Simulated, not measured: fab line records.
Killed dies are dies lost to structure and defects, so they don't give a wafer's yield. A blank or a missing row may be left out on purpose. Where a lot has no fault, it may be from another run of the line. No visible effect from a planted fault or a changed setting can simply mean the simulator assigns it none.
fab line records    flow n5-finfet
[record] lots = 11  wafers = 29  last-day = 21
route steps=1938 shown BEOL_M2@916 BEOL_M3@931 BEOL_M4@1111 PASSIVATION@1936
lots that met no fault: taken from a fault-free run of the same line
start-h: the number of hours between the record's first day and the start of the first shown wafer of the lot    wait-h: hours since the lot's step before    " as in the row above    L1.1+2: a row that stands for several wafers    - value missing, or start not given    * or withheld: withheld    < > ~ a bound
route shown NAME@n: a module of which the file shows steps, and the number in the route of the first    usual: mean and standard deviation over wafers with no fault    same: alike in all rows    chamber/n: place in a boat    sites: readings site by site    _std_site: the standard deviation of these    _edge_site: the outer-site mean with the inner-site mean subtracted    radius-mm: for every site, how far away it sits from the centre of the wafer    mask NAME#n: copy n    behind: the most recent tool/chamber to have shaped the wafer    hold: cause of the lot's hold/its duration in hours/its outcome    device: names the non-switching transistor (n, p or np)    end of line: the same wafers' tests at the end of the route    a step given without rows: its recipe and nothing more    killed: dies that structure and defects cost at the first sort, which is not the same as the wafer's yield    map: a wafer's dies, marking killed ones x, the rest . and places with no die _
set.NAME: the run value of the setting; set.NAME@STEP: its run value at that earlier step    model.NAME: the simulator's own value behind a step, which no gauge read
route steps across a sampled set of lots; one table per step, one row per wafer
services: the hour from which a tool's chamber was out of use, counted from the record's first day as start-h (under 0 if before that day), plus the number of hours and why
[[steps]]
[step N5_BEOL_M2_SPUTTER_92]
[recipe] material = Cu  target-thk-a = 45  temp-c = -20  chamber-pressure-pa = 0.07  power-w = withheld  time-s = 8.29
[usual] throttle-valve-pct = 30.2/1.1
lot.wafer  tool            chamber  start-h  wait-h  throttle-valve-pct
L165.2     pvd-sputter-02  -        195.33   0.1     29.1
L165.5     "               -        "        "       29.0
L165.6     "               -        "        "       30.6
L164.1     pvd-sputter-02  -        207.79   0.1     28.9
L164.4     "               -        "        "       30.9
L164.5     "               -        "        "       30.6
L166.2     pvd-sputter-02  -        209.63   0.1     30.5
L166.6     "               -        "        "       30.7
L168.2     pvd-sputter-01  -        219.04   0.1     29.8
L168.4     "               -        "        "       31.5
L177.5     pvd-sputter-01  -        272.04   0.0     31.4
L177.6     "               -        "        "       28.8
L178.1     pvd-sputter-01  -        274.89   0.1     28.5
L178.2     "               -        "        "       31.2
L178.5     "               -        "        "       29.9
L180.4     pvd-sputter-03  -        297.46   0.1     32.0
L180.6     "               -        "        "       29.0
L183.1     pvd-sputter-01  -        311.76   0.1     29.9
L183.3     "               -        "        "       31.7
L183.4     "               -        "        "       31.5
L184.1     pvd-sputter-02  -        318.09   0.1     30.4
L184.3     "               -        "        "       28.9
L184.6     "               -        "        "       28.8
L185.1     pvd-sputter-02  -        329.44   0.1     29.3
L185.5     "               -        "        "       30.6
L185.6     "               -        "        "       29.0
L186.2     pvd-sputter-01  -        330.06   0.1     30.1
L186.3     "               -        "        "       28.4
L186.6     "               -        "        "       29.8
[step N5_BEOL_M2_SPUTTER_96]
[recipe] material = Cu  target-thk-a = 45  temp-c = -20  chamber-pressure-pa = 0.07  power-w = withheld  time-s = 8.29
[usual] throttle-valve-pct = 30.1/1.1
lot.wafer  tool            chamber  start-h  wait-h  throttle-valve-pct
L165.2     pvd-sputter-02  -        195.77   0.1     29.0
L165.5     "               -        "        "       28.8
L165.6     "               -        "        "       30.9
L164.1     pvd-sputter-02  -        208.23   0.1     28.9
L164.4     "               -        "        "       30.7
L164.5     "               -        "        "       30.7
L166.2     pvd-sputter-02  -        210.07   0.1     30.6
L166.6     "               -        "        "       30.7
L168.2     pvd-sputter-01  -        219.48   0.1     30.2
L168.4     "               -        "        "       31.4
L177.5     pvd-sputter-01  -        272.48   0.0     31.5
L177.6     "               -        "        "       28.8
L178.1     pvd-sputter-01  -        275.33   0.1     28.6
L178.2     "               -        "        "       31.6
L178.5     "               -        "        "       30.1
L180.4     pvd-sputter-03  -        297.90   0.1     32.1
L180.6     "               -        "        "       28.8
L183.1     pvd-sputter-01  -        312.20   0.1     29.9
L183.3     "               -        "        "       31.8
L183.4     "               -        "        "       31.3
L184.1     pvd-sputter-02  -        318.53   0.1     30.4
L184.3     "               -        "        "       28.8
L184.6     "               -        "        "       29.0
L185.1     pvd-sputter-02  -        329.88   0.1     28.8
L185.5     "               -        "        "       30.4
L185.6     "               -        "        "       29.0
L186.2     pvd-sputter-01  -        330.50   0.1     29.9
L186.3     "               -        "        "       28.6
L186.6     "               -        "        "       29.9
[step N5_BEOL_M2_RS_MEAS_58]
[recipe] thk-meas-gauge = four-point-probe  reads = Co_of_BEOL_M2_CO_CAP_55+Cu_of_BEOL_M2_ECD_50+Co_of_BEOL_M2_CVD_47+TaN_of_BEOL_M2_ALD_84
[usual] M2_RS = 0.68/0.036
lot.wafer  tool           chamber  start-h  wait-h  M2_RS[ohm/sq]
L165.2     film-metro-02  -        196.82   0.1     0.64
L165.5     "              -        "        "       0.66
L165.6     "              -        "        "       0.65
L164.1     film-metro-01  -        209.32   0.1     0.66
L164.4     "              -        "        "       0.67
L164.5     "              -        "        "       0.71
L166.2     film-metro-02  -        211.15   0.1     0.66
L166.6     "              -        "        "       0.73
L168.2     film-metro-01  -        220.56   0.1     0.63
L168.4     "              -        "        "       0.67
L177.5     film-metro-02  -        273.63   0.0     0.71
L177.6     "              -        "        "       0.68
L178.1     film-metro-02  -        276.38   0.0     0.68
L178.2     "              -        "        "       0.67
L178.5     "              -        "        "       0.72
L180.4     film-metro-02  -        299.12   0.0     0.66
L180.6     "              -        "        "       0.68
L183.1     film-metro-01  -        314.17   0.0     0.72
L183.3     "              -        "        "       0.67
L183.4     "              -        "        "       0.69
L184.1     film-metro-01  -        319.57   0.0     0.73
L184.3     "              -        "        "       0.70
L184.6     "              -        "        "       0.71
L185.1     film-metro-02  -        330.95   0.0     0.63
L185.5     "              -        "        "       0.69
L185.6     "              -        "        "       0.65
L186.2     film-metro-01  -        331.55   0.1     0.73
L186.3     "              -        "        "       0.75
L186.6     "              -        "        "       0.67
[step N5_BEOL_M3_ILD_DEP_00]
[recipe] material = SiOC  target-thk-a = 790  temp-c = 350  precursor = DEMS/O2  pressure-torr = 5  rf-w = 500  time-s = 15.3
[usual] heater-power-w = 475/110  showerhead-plenum-p-Torr = 5.696/0.018  throttle-valve-pct = 12.0/0.58
lot.wafer  tool      chamber  start-h  wait-h  heater-power-w  showerhead-plenum-p-Torr  throttle-valve-pct
L165.2     pecvd-03  1        196.90   0.0     411             5.710                     12.5
L165.5     "         2        "        "       477             5.726                     11.3
L165.6     "         1        "        "       418             5.698                     12.7
L164.1     pecvd-03  0        209.38   0.0     369             5.677                     12.2
L164.4     "         0        "        "       357             5.671                     12.4
L164.5     "         1        "        "       345             5.686                     12.4
L166.2     pecvd-03  2        211.21   0.0     584             5.722                     11.2
L166.6     "         2        "        "       584             5.704                     10.9
L168.2     pecvd-03  2        220.62   0.0     551             5.728                     11.4
L168.4     "         2        "        "       551             5.728                     11.3
L177.5     pecvd-01  2        273.71   0.1     325             5.700                     11.2
L177.6     "         1        "        "       461             5.723                     11.4
L178.1     pecvd-04  1        276.44   0.0     488             5.667                     12.5
L178.2     "         0        "        "       687             5.692                     12.0
L178.5     "         0        "        "       700             5.684                     12.1
L180.4     pecvd-01  1        299.20   0.1     466             5.712                     11.2
L180.6     "         2        "        "       347             5.695                     11.5
L183.1     pecvd-03  1        314.24   0.0     370             5.683                     12.7
L183.3     "         2        "        "       563             5.706                     11.2
L183.4     "         0        "        "       355             5.693                     12.1
L184.1     pecvd-03  1        319.64   0.0     338             5.679                     12.6
L184.3     "         0        "        "       334             5.695                     12.2
L184.6     "         2        "        "       551             5.735                     11.4
L185.1     pecvd-03  2        331.02   0.0     506             5.702                     11.5
L185.5     "         2        "        "       507             5.711                     11.4
L185.6     "         0        "        "       317             5.691                     12.2
L186.2     pecvd-04  1        331.61   0.0     519             5.669                     12.4
L186.3     "         0        "        "       681             5.684                     12.0
L186.6     "         2        "        "       670             5.696                     11.0
[step N5_BEOL_M3_THK_MEAS_01]
[recipe] reads = SiOC_of_BEOL_M3_ILD_DEP_00
[usual] M3_ILD_THK = 79.3/1.2
lot.wafer  tool           chamber  start-h  wait-h  M3_ILD_THK[nm]
L165.2     film-metro-01  -        196.96   0.1     79.4
L165.5     "              -        "        "       79.6
L165.6     "              -        "        "       81.3
L164.1     film-metro-01  -        209.45   0.0     78.7
L164.4     "              -        "        "       144.2
L164.5     "              -        "        "       80.0
L166.2     film-metro-02  -        211.29   0.1     141.5
L166.6     "              -        "        "       79.5
L168.2     film-metro-01  -        220.69   0.1     140.2
L168.4     "              -        "        "       141.6
L177.5     film-metro-02  -        273.76   0.0     78.9
L177.6     "              -        "        "       78.8
L178.1     film-metro-02  -        276.51   0.0     77.1
L178.2     "              -        "        "       78.7
L178.5     "              -        "        "       79.2
L180.4     film-metro-01  -        299.25   0.0     78.2
L180.6     "              -        "        "       79.0
L183.1     film-metro-02  -        314.30   0.0     79.1
L183.3     "              -        "        "       78.9
L183.4     "              -        "        "       80.4
L184.1     film-metro-02  -        319.70   0.0     80.3
L184.3     "              -        "        "       79.6
L184.6     "              -        "        "       80.1
L185.1     film-metro-01  -        331.08   0.0     78.7
L185.5     "              -        "        "       81.4
L185.6     "              -        "        "       80.3
L186.2     film-metro-01  -        331.68   0.1     79.3
L186.3     "              -        "        "       79.1
L186.6     "              -        "        "       82.1
[step N5_BEOL_M4_RC_MEAS_101]
[usual] DIBL_N = 37.7/2  DIBL_P = 37.7/2.3  IOFF_N = 0.18/0.039  IOFF_P = 0.23/0.042  ION_N = 681/12  ION_P = 463/8  SS_N = 71.9/0.68  SS_P = 73.6/0.71  VT_N = 248/3.2  VT_P = -249/3.1
lot.wafer  tool       chamber  start-h  wait-h  DIBL_N[mV/V]  DIBL_P[mV/V]  IOFF_N[nA/um]  IOFF_P[nA/um]  ION_N[uA/um]  ION_P[uA/um]  SS_N[mV/dec]  SS_P[mV/dec]  VT_N[mV]  VT_P[mV]
L165.2     prober-02  0        265.07   0.2     42.7          41.4          0.26           0.31           704           480           73.3          74.6          244       -245
L165.5     "          0        "        "       36.7          34.8          0.13           0.18           672           465           71.3          72.9          254       -254
L165.6     "          0        "        "       42.0          40.6          0.25           0.30           707           482           72.9          74.4          245       -247
L164.1     prober-01  0        273.92   0.0     36.0          33.5          0.15           0.17           683           459           71.5          73.2          248       -252
L164.5     "          0        "        "       37.1          35.3          0.17           0.20           672           459           71.9          73.7          247       -250
L166.6     prober-02  0        277.32   0.8     37.4          37.3          0.16           0.21           681           459           71.2          73.3          249       -252
L178.1     prober-01  0        344.88   0.0     40.9          40.7          0.22           0.30           692           477           72.4          74.6          244       -242
L178.2     "          0        "        "       37.4          36.3          0.16           0.22           676           468           71.1          73.8          248       -250
L178.5     "          0        "        "       37.9          36.6          0.16           0.22           679           471           71.7          73.2          250       -249
L180.4     prober-02  0        348.91   0.5     37.3          36.6          0.16           0.23           680           463           72.0          74.3          252       -250
L180.6     "          0        "        "       38.1          37.9          0.19           0.25           676           459           72.4          73.7          249       -246
L177.5     prober-01  0        350.35   0.6     35.0          35.0          0.15           0.20           691           476           70.9          72.8          248       -250
L177.6     "          0        "        "       41.1          41.9          0.26           0.31           679           465           72.4          74.6          243       -243
L183.1     prober-01  0        385.68   0.0     38.0          40.6          0.18           0.23           686           471           72.0          73.7          247       -252
L183.3     "          0        "        "       33.6          34.2          0.11           0.14           645           444           71.2          71.8          256       -253
L183.4     "          0        "        "       35.8          36.5          0.15           0.17           675           454           71.7          73.3          251       -256
L184.1     prober-02  0        385.87   0.0     38.5          36.9          0.20           0.21           681           464           72.8          73.6          247       -249
L184.3     "          0        "        "       35.3          35.0          0.15           0.19           682           464           71.3          73.6          248       -249
L184.6     "          0        "        "       36.5          36.6          0.15           0.20           671           457           71.7          73.2          251       -249
L185.1     prober-02  0        389.10   0.0     39.4          38.3          0.22           0.26           685           469           73.2          73.9          245       -247
L185.5     "          0        "        "       36.0          34.0          0.17           0.19           680           459           71.6          72.8          249       -251
L185.6     "          0        "        "       38.5          39.8          0.22           0.30           688           471           71.4          73.6          244       -246
L186.2     prober-02  0        402.43   0.2     36.5          36.5          0.16           0.26           662           460           71.5          73.6          250       -245
L186.3     "          0        "        "       33.3          31.9          0.12           0.17           680           463           70.8          73.0          248       -251
L186.6     "          0        "        "       36.9          37.3          0.19           0.26           686           475           72.2          74.0          248       -246
[step N5_PASSIVATION_PROBE_49]
[usual] defect-limited-yield = 91.1/1.4  killed_at_M0_to_M3 = 34/9.6  killed_at_M4_up = 15/5.3  killed-at-contacts = 12/6.1  killed-at-front-end = 40/11  killed-at-other = 3.5/2.8  killed-dies = 105/17  killed-on-rim = 14/4.3  killed-open = 70/12  killed-short = 34/7.7  sort_bin_4_leakage = 0.01/0.07  sort_bin_5_function = 5.2/0.97  sort_bin_6_memory = 3.4/0.62  sort_bin_8_speed = 0.00/0.023  sort-n-pass = 1075/17  sort-yield-pct = 91.1/1.4
[same] gross-dies = 1180  killed-at-back-side = 0
lot.wafer  tool       chamber  start-h  wait-h  defect-limited-yield[%]  killed_at_M0_to_M3  killed_at_M4_up  killed-at-contacts  killed-at-front-end  killed-at-other  killed-dies  killed-on-rim  killed-open  killed-short  sort_bin_4_leakage[%]  sort_bin_5_function[%]  sort_bin_6_memory[%]  sort_bin_8_speed[%]  sort-n-pass  sort-yield-pct[%]
L164.1     prober-01  -        387.83   0.0     90.9                     17                  22               3                   51                   14               107          17             69           34            0                      5.2                     3.8                   0                    1073         90.9
L164.4     prober-01  -        387.98   0.2     0                        1117                14               3                   39                   7                1180         152            71           32            0                      96.2                    3.2                   0                    0            0
L164.5     prober-01  -        388.03   0.2     93.5                     18                  9                3                   47                   0                77           11             52           20            0                      3.5                     2.8                   0                    1103         93.5
L166.2     prober-01  -        392.31   0.1     0                        1106                20               11                  41                   2                1180         152            84           25            0                      96.9                    2.9                   0                    0            0
L166.6     prober-01  -        392.51   0.3     89.7                     35                  17               23                  45                   2                122          10             74           45            0                      6.4                     3.7                   0                    1058         89.7
L168.2     prober-01  -        403.44   0.1     0                        1109                13               21                  36                   1                1180         152            65           34            0                      96.5                    3.1                   0                    0            0
L168.4     prober-01  -        403.54   0.2     0                        1122                11               11                  36                   0                1180         152            60           39            0                      96.4                    3.1                   0                    0            0
// killed by level:class
L164.1 FIN_SAQP:geometric-particle:open=10 BEOL_M4:geometric-particle:open=9 FIN_SAQP:geometric-particle:short=8 GATE_CUT:geometric-particle:open=8 STI_FIN_REVEAL:geometric-particle:open=6 MIM_TOP_ETCH:geometric-particle:open=6 GATE_CUT:geometric-particle:short=5 BEOL_M1:geometric-particle:open=5
L164.4 BEOL_M3:area-dep=1077 BEOL_M0_SAQP:geometric-particle:open=16 STI_FIN_REVEAL:geometric-particle:open=10 BEOL_M1:geometric-particle:open=9 FIN_SAQP:geometric-particle:open=8 GATE_CUT:geometric-particle:short=5 BEOL_M0_SAQP:geometric-particle:short=5 BEOL_M2:geometric-particle:short=4
L164.5 FIN_SAQP:geometric-particle:open=19 FIN_SAQP:geometric-particle:short=9 DUMMY_GATE:geometric-particle:open=4 BEOL_M3:geometric-particle:open=4 SDB:coat-microbubble-printed=4 STI_FIN_REVEAL:geometric-particle:open=3 BEOL_M0_SAQP:geometric-particle:short=3 BEOL_M2:geometric-particle:open=3
L166.2 BEOL_M3:area-dep=1069 BEOL_M4:geometric-particle:open=17 BEOL_M3:geometric-particle:open=15 FIN_SAQP:geometric-particle:open=11 MOL_CONTACT_COAG:geometric-particle:open=8 BEOL_M0_SAQP:geometric-particle:open=7 STI_FIN_REVEAL:geometric-particle:open=6 DUMMY_GATE:geometric-particle:open=6
L166.6 MOL_CONTACT_COAG:geometric-particle:open=15 BEOL_M3:geometric-particle:open=12 BEOL_M0_SAQP:geometric-particle:short=9 BEOL_M4:geometric-particle:open=9 MOL_CONTACT_COAG:geometric-particle:short=8 STI_FIN_REVEAL:geometric-particle:open=7 FIN_SAQP:geometric-particle:open=6 STI_FIN_REVEAL:geometric-particle:short=5
L168.2 BEOL_M3:area-dep=1081 MOL_CONTACT_COAG:geometric-particle:open=16 FIN_SAQP:geometric-particle:open=10 FIN_SAQP:geometric-particle:short=9 BEOL_M1:geometric-particle:open=6 BEOL_M2:geometric-particle:open=6 BEOL_M4:geometric-particle:open=6 MOL_CONTACT_COAG:geometric-particle:short=5
L168.4 BEOL_M3:area-dep=1081 FIN_SAQP:geometric-particle:open=15 BEOL_M0_SAQP:geometric-particle:short=12 MOL_CONTACT_COAG:geometric-particle:open=9 FIN_SAQP:geometric-particle:short=8 BEOL_M3:geometric-particle:open=8 BEOL_M0_SAQP:geometric-particle:open=6 BEOL_M4:geometric-particle:open=6
[[services]]
tool            chamber  start-h  hours  kind
pecvd-04        2        176.92   5.5    scheduled-down
pvd-sputter-03  -        189.21   0.6    repair
pecvd-03        2        200.08   5.5    scheduled-down
pecvd-04        2        202.38   -      clean
pecvd-04        2        202.38   -      consumable-replace:showerhead
pecvd-04        2        202.38   29.0   scheduled-down
pecvd-04        2        202.38   29.0   vent-cycle
pecvd-04        -        204.95   2.6    repair
pecvd-03        0        210.57   2.1    scheduled-down
pecvd-01        -        212.39   6.0    pm
pecvd-03        2        238.65   2.1    scheduled-down
pecvd-01        1        239.56   2.1    scheduled-down
pvd-sputter-02  -        256.23   2.3    repair
pecvd-01        -        256.72   1.2    repair
pecvd-01        -        264.29   1.3    repair
pecvd-04        -        265.32   2.9    repair
pecvd-04        1        306.59   4.1    repair
pecvd-04        -        324.90   0.8    repair
[[key]]
[first-sign] step = N5_BEOL_M3_THK_MEAS_01  reading = M3_ILD_THK  direction = up  sigmas = 52  usual = 79.3  struck = 141.9
[effect] step = N5_PASSIVATION_PROBE_49  reading = killed_at_M0_to_M3  direction = up  sigmas = 99+  usual = 34  struck = 1114
[more-kills-born-at] N5_BEOL_M3_ILD_DEP_00@pecvd-03 = 4308
met-at N5_BEOL_M3_ILD_DEP_00
struck-lots L164,L166,L168
struck-wafers L164.4,L166.2,L168.2,L168.4
later-rows-left-out L164.4,L166.2,L168.2,L168.4
not-acting-at N5_BEOL_M2_SPUTTER_92,N5_BEOL_M2_SPUTTER_96,N5_BEOL_M2_RS_MEAS_58
onset-between 196.90 209.38
[fault] kind = process-parameter-drift  tool = pecvd-03  chamber = -  onset-h = 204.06  steps = N5_BEOL_M3_ILD_DEP_00  channel = time-s  offset = *  shape = step  end-h = 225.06  scope = struck-wafers-only  acts-in = *  stated = *
// later-rows-left-out: the simulator's readings of these wafers behind a module that went badly wrong aren't trusted and aren't shown, but for the sort
